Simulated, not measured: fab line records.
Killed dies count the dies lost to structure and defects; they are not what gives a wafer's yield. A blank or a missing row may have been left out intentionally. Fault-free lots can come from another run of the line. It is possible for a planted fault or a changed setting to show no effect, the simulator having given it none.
Which tool was responsible? | flow nandHarc | 13 lots with 39 wafers sampled at 5 steps, on a route of 1159 steps

## WHAT THE GAUGES SHOWED, per wafer
NHARC_P_GATE_CD_MEAS_91: target cd 2000 nm. Usual: cdNm at 2000.6 nm, with a standard deviation of 2.2.
lot  | measured     | on       | cdNm (nm)            | flag
L573 | day 5 14:47  | cdSem-02 | 2006.1 2002.8 2000.5 | 
L574 | day 5 18:22  | cdSem-03 | 1999.4 1997.6 2001.1 | 
L576 | day 6 07:26  | cdSem-03 | 2001.5 2002.0 1998.3 | 
L577 | day 6 08:07  | cdSem-02 | 1997.4 1997.6 1997.0 | 
L578 | day 7 01:27  | cdSem-01 | 1998.8 2002.2 1998.2 | 
L579 | day 7 01:55  | cdSem-03 | 2003.6 2002.2 2005.1 | 
L580 | day 7 07:41  | cdSem-01 | 2001.9 1999.8 2001.7 | 
L581 | day 7 18:25  | cdSem-02 | 2005.1 2004.2 1999.4 | 
L583 | day 8 12:19  | cdSem-02 | 2000.9 1998.6 2002.1 | 
L585 | day 8 19:16  | cdSem-02 | 2003.2 1999.7 2001.1 | 
L587 | day 9 03:32  | cdSem-02 | 1998.9 1999.2 1997.9 | 
L595 | day 10 21:51 | cdSem-03 | 2003.3 1999.3 2001.8 | 
L594 | day 10 22:37 | cdSem-03 | 2001.6 1998.8 1998.9 | 

NHARC_P_CONTACT_CD_MEAS_19. Usual: cdNm at 89.6 nm, with a standard deviation of 2.1.
lot  | measured     | on       | cdNm (nm)      | flag
L573 | day 5 20:50  | cdSem-03 | 91.2 90.7 89.4 | 
L574 | day 6 00:28  | cdSem-01 | 89.9 91.4 88.5 | 
L576 | day 6 13:13  | cdSem-02 | 88.5 87.7 88.9 | 
L577 | day 6 13:52  | cdSem-02 | 89.2 87.6 92.3 | 
L578 | day 7 07:14  | cdSem-03 | 90.7 84.9 89.6 | 
L579 | day 7 07:43  | cdSem-02 | 88.3 90.5 91.5 | 
L580 | day 7 13:46  | cdSem-01 | 91.7 91.0 93.2 | 
L581 | day 8 00:14  | cdSem-01 | 91.7 89.7 90.8 | 
L583 | day 8 18:12  | cdSem-03 | 90.1 89.0 87.4 | 
L585 | day 9 01:31  | cdSem-02 | 87.7 89.2 85.4 | 
L587 | day 9 09:41  | cdSem-03 | 95.2 91.8 93.7 | 
L595 | day 11 03:35 | cdSem-03 | 90.7 90.9 93.4 | 
L594 | day 11 04:25 | cdSem-01 | 88.6 87.0 85.9 | 

NHARC_END_SORT_01. Usual: killedAtArray 29, standard deviation 11; killedAtOther 0.5, standard deviation 0.89; killedAtPeriphery 3.3, standard deviation 2; killedDies 32, standard deviation 11; killedOpen 3.1, standard deviation 1.9; killedShort 2.3, standard deviation 1.6.
lot  | measured     | on        | killedAtArray | killedAtOther | killedAtPeriphery | killedDies | killedOpen | killedShort | flag
L578 | day 20 04:56 | prober-02 | 15 12 9       | 1 0 1         | 7 4 3             | 23 16 13   | 3 3 2      | 4 1 2       | 
L585 | day 23 10:44 | prober-01 | 34 45 34      | 1 0 0         | 4 5 1             | 39 50 35   | 2 8 5      | 1 3 3       | 
L587 | day 23 02:46 | prober-02 | 19 24 24      | 0 0 0         | 4 1 3             | 23 25 27   | 4 2 2      | 1 2 1       | 

## WHICH TOOL RAN EACH LOT (tool, then ch and the chambers of the sampled wafers, then the start)
lot  | NHARC_P_GATE_DESCUM_93            | NHARC_P_CONTACT_SOFTBAKE_07
L573 | rieDiel-05 ch 0,1,2, day 5 14:58  | lithoTrack-01 ch 0, day 5 19:00
L574 | rieDiel-05 ch 0,1,2, day 5 18:32  | lithoTrack-04 ch 0, day 5 22:00
L576 | rieDiel-05 ch 0,1, day 6 07:35    | lithoTrack-06 ch 0, day 6 11:00
L577 | rieDiel-13 ch 0,1,3, day 6 08:17  | lithoTrack-01 ch 0, day 6 12:00
L578 | rieDiel-07 ch 1,2,3, day 7 01:37  | lithoTrack-04 ch 0, day 7 05:00
L579 | rieDiel-07 ch 0,1,3, day 7 02:05  | lithoTrack-06 ch 0, day 7 06:00
L580 | rieDiel-13 ch 0,2,3, day 7 07:52  | lithoTrack-06 ch 0, day 7 12:00
L581 | rieDiel-05 ch 0,1,2, day 7 18:37  | lithoTrack-01 ch 0, day 7 22:00
L583 | rieDiel-05 ch 0,1,2, day 8 12:37  | lithoTrack-01 ch 0, day 8 16:00
L585 | rieDiel-05 ch 1,2,3, day 8 19:25  | lithoTrack-06 ch 0, day 9 00:00
L587 | rieDiel-07 ch 0,1, day 9 03:55    | lithoTrack-06 ch 0, day 9 08:00
L595 | rieDiel-05 ch 0,1,3, day 10 22:02 | lithoTrack-04 ch 0, day 11 02:00
L594 | rieDiel-05 ch 0,2,3, day 10 22:47 | lithoTrack-04 ch 0, day 11 02:00
- NHARC_P_GATE_DESCUM_93: chemistry O2, time 3 s.
- NHARC_P_CONTACT_SOFTBAKE_07: time 55 s.

## AS READ BY THE TOOLS THEMSELVES (means over the sampled wafers that have a number; for cases with no such wafer, the mark the record gives instead)
NHARC_P_GATE_DESCUM_93. Usual: drypumpMotorCurrentA 5.7 A, standard deviation 0.44; oesProductAu 1.001 a.u., standard deviation 0.014; rfVppV 57.9 V, standard deviation 0.83; showerheadPlenumPTorr 1.94 Torr, standard deviation 0.062; throttleValvePct 11.310 %, standard deviation 0.0098.
lot  | tool       | drypumpMotorCurrentA (A) | oesProductAu (a.u.) | rfVppV (V) | showerheadPlenumPTorr (Torr) | throttleValvePct (%) | flag
L573 | rieDiel-05 | 5.6                      | 1.015               | 57.4       | 1.92                         | 11.308               | 
L574 | rieDiel-05 | 5.7                      | 1.002               | 57.7       | 1.92                         | 11.304               | 
L576 | rieDiel-05 | 5.3                      | 0.999               | 56.9       | 1.97                         | 11.308               | 
L577 | rieDiel-13 | 5.6                      | 0.990               | 58.8       | 2.05                         | 11.311               | 
L578 | rieDiel-07 | 5.9                      | 1.009               | 58.8       | 1.95                         | 11.322               | 
L579 | rieDiel-07 | 6.1                      | 1.004               | 57.9       | 1.94                         | 11.323               | 
L580 | rieDiel-13 | 5.7                      | 1.004               | 58.5       | 2.04                         | 11.304               | 
L581 | rieDiel-05 | 5.7                      | 1.008               | 58.1       | 1.92                         | 11.314               | 
L583 | rieDiel-05 | 5.7                      | 0.998               | 57.9       | 1.92                         | 11.309               | 
L585 | rieDiel-05 | 5.7                      | 1.013               | 57.3       | 1.90                         | 11.312               | 
L587 | rieDiel-07 | 6.2                      | 0.991               | 57.9       | 1.91                         | 11.303               | 
L595 | rieDiel-05 | 5.3                      | 0.995               | 57.8       | 1.94                         | 11.308               | 
L594 | rieDiel-05 | 5.7                      | 1.003               | 57.5       | 1.89                         | 11.302               | 

NHARC_P_CONTACT_SOFTBAKE_07. Usual: exhaustPa 45.1 Pa, standard deviation 0.97; heaterPowerTotalW 188.46 W, standard deviation 0.15.
lot  | tool          | exhaustPa (Pa) | heaterPowerTotalW (W) | flag
L573 | lithoTrack-01 | 46.0           | 188.31                | 
L574 | lithoTrack-04 | 45.6           | 188.48                | 
L576 | lithoTrack-06 | 45.2           | 188.55                | 
L577 | lithoTrack-01 | 44.4           | 188.56                | 
L578 | lithoTrack-04 | 46.4           | 188.51                | 
L579 | lithoTrack-06 | 46.0           | 188.47                | 
L580 | lithoTrack-06 | 44.4           | 188.57                | 
L581 | lithoTrack-01 | 44.1           | 188.37                | 
L583 | lithoTrack-01 | 45.7           | 188.41                | 
L585 | lithoTrack-06 | 44.6           | 193.03                | OFF
L587 | lithoTrack-06 | 45.0           | 193.18                | OFF
L595 | lithoTrack-04 | 45.6           | 188.51                | 
L594 | lithoTrack-04 | 44.4           | 188.41                | 

## THE ANSWER, worked out from the rows above alone
Rule: take the mean of a lot's wafers that have a number; if it is more than 3 standard deviations from the usual mean, the lot is off. A lot without any number at a reading at which 4 lots or more have one is off too. All remaining lots with rows at the step are treated as sound. After the gauges, taken in route order, come the tools' own readings; for these a lot's mean is taken, as printed above. At the first step where some lot is off, the reading lying furthest off is the one used; lots without a number count as furthest.
Off: L585, L587 (NHARC_P_CONTACT_SOFTBAKE_07, heaterPowerTotalW).
A tool fits if, at that step or a process step before it, it ran every lot that is off, and no sound lot after the first of them. One fits: NHARC_P_CONTACT_SOFTBAKE_07 on lithoTrack-06. A fault onset in the window from L580 (day 7 12:00, its last sound lot) to L585 (day 9 00:00, its first lot off) fits.
On the lots that are off, the tool's own readings at NHARC_P_CONTACT_SOFTBAKE_07 differ by more than 5 times the standard deviation of the sound lots' means, which bears it out; heaterPowerTotalW reads 193.11 W there versus 188.47 W on the sound lots.

## WHAT HAD BEEN PUT IN BY THE SIMULATOR
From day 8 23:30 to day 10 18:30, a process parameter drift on lithoTrack-06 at NHARC_P_CONTACT_SOFTBAKE_07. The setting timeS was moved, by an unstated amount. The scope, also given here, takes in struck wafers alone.
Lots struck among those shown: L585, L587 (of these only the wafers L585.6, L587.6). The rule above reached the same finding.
